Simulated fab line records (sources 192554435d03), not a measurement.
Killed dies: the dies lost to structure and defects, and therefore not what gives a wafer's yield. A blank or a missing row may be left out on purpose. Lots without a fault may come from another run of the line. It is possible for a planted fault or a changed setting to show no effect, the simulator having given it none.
Split-lot experiment + flow n5Finfet + 21 wafers read across 7 lots, on a route 1938 steps long

SPLIT DETAILS
At N5_BEOL_M12_EXPOSE_07 (exposes mask V11), the setting doseMj was moved away from the recipe's 32.5 on 8 of the 21 wafers read, by -6.6% to -2.3%. For the rest of the wafers, this setting stayed at what the recipe calls for.

FROM THE SPLIT TO THE READING: what the file shows between them, 3 steps
- N5_BEOL_M12_PEB_08: peb time 90 s
- N5_BEOL_M12_DEVELOP_09: develop time 45 s
- N5_BEOL_M12_HARDBAKE_14: time 120 s

THE READING
cdNm at N5_BEOL_M12_CD_MEAS_10, given in nm (cd target 140 nm). A value of 140.3 nm with a standard deviation of 1.5 nm is what fault-free wafers of this fab line usually give.

| wafer  | tool, chamber at the split | doseMj as run | against the recipe | cdNm, nm | against lot-mates on the recipe |
|--------|----------------------------|---------------|--------------------|----------|---------------------------------|
| L075.2 | krfScanner-02, 0           | 31.25         | -3.8%              | 135.3    | no lot-mate on the recipe       |
| L075.3 | krfScanner-02, 0           | 31.25         | -3.8%              | 135.3    | no lot-mate on the recipe       |
| L075.5 | krfScanner-02, 0           | 31.25         | -3.8%              | 133.4    | no lot-mate on the recipe       |
| L077.1 | krfScanner-01, 0           | 32.5          | recipe             | 140.7    | -                               |
| L077.2 | krfScanner-01, 0           | 32.5          | recipe             | 141.1    | -                               |
| L077.3 | krfScanner-01, 0           | 32.5          | recipe             | 141.8    | -                               |
| L081.3 | krfScanner-01, 0           | 30.76         | -5.4%              | 135.2    | -7.2                            |
| L081.5 | krfScanner-01, 0           | 32.5          | recipe             | 142.4    | -                               |
| L081.6 | krfScanner-01, 0           | 30.76         | -5.4%              | 134.4    | -8.0                            |
| L085.1 | krfScanner-01, 0           | 31.76         | -2.3%              | 136.3    | -1.1                            |
| L085.3 | krfScanner-01, 0           | 32.5          | recipe             | 137.8    | -                               |
| L085.4 | krfScanner-01, 0           | 32.5          | recipe             | 137.0    | -                               |
| L090.2 | krfScanner-02, 0           | 32.5          | recipe             | 139.3    | -                               |
| L090.4 | krfScanner-02, 0           | 32.5          | recipe             | 139.5    | -                               |
| L090.6 | krfScanner-02, 0           | 32.5          | recipe             | 140.1    | -                               |
| L092.1 | krfScanner-02, 0           | 32.5          | recipe             | 140.9    | -                               |
| L092.4 | krfScanner-02, 0           | 32.5          | recipe             | 137.8    | -                               |
| L092.6 | krfScanner-02, 0           | 32.5          | recipe             | 141.6    | -                               |
| L097.1 | krfScanner-01, 0           | 30.34         | -6.6%              | 136.1    | -7.2                            |
| L097.2 | krfScanner-01, 0           | 30.34         | -6.6%              | 137.1    | -6.2                            |
| L097.3 | krfScanner-01, 0           | 32.5          | recipe             | 143.3    | -                               |

THE FIT
A straight line over all 21 wafers: cdNm changes by +0.868 nm for each +1% of doseMj; r = +0.75; the points scatter about the line by 2 nm.
The same after taking each lot's own level away (the mean of its wafers on the recipe; 18 wafers): +1.15 nm for each +1%; r = +0.94; scatter 1.1 nm.
On that fit, the largest move of doseMj shifts the reading by 7.7 nm.
From 137.40 to 143.30 nm: that is the span of the lots' own levels, equal to 3.9 times the standard deviation above.
So the lot-to-lot level blurs the effect unless lot-mates are compared.
Check: -7.8 nm against its lot-mates is what the line predicts for one of the wafers moved furthest among these (-6.6%) when that wafer is left out of the fit. It came out at -7.2 nm against them.

THESE WAFERS: OTHER SPLITS
These wafers also went through other splits before the reading. Each is held against what the fit with the lots' levels taken away leaves over:
| other split on the same wafers | wafers away from the commonest value | r with cdNm (lot level and that fit taken away) |
|--------------------------------|--------------------------------------|-------------------------------------------------|
| N5_BEOL_M11_COAT_22 spinRpm    | 5                                    | -0.45                                           |

FILE'S OWN FIT
cdNm changes by +1.13 nm for each +1% of doseMj, r = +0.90.
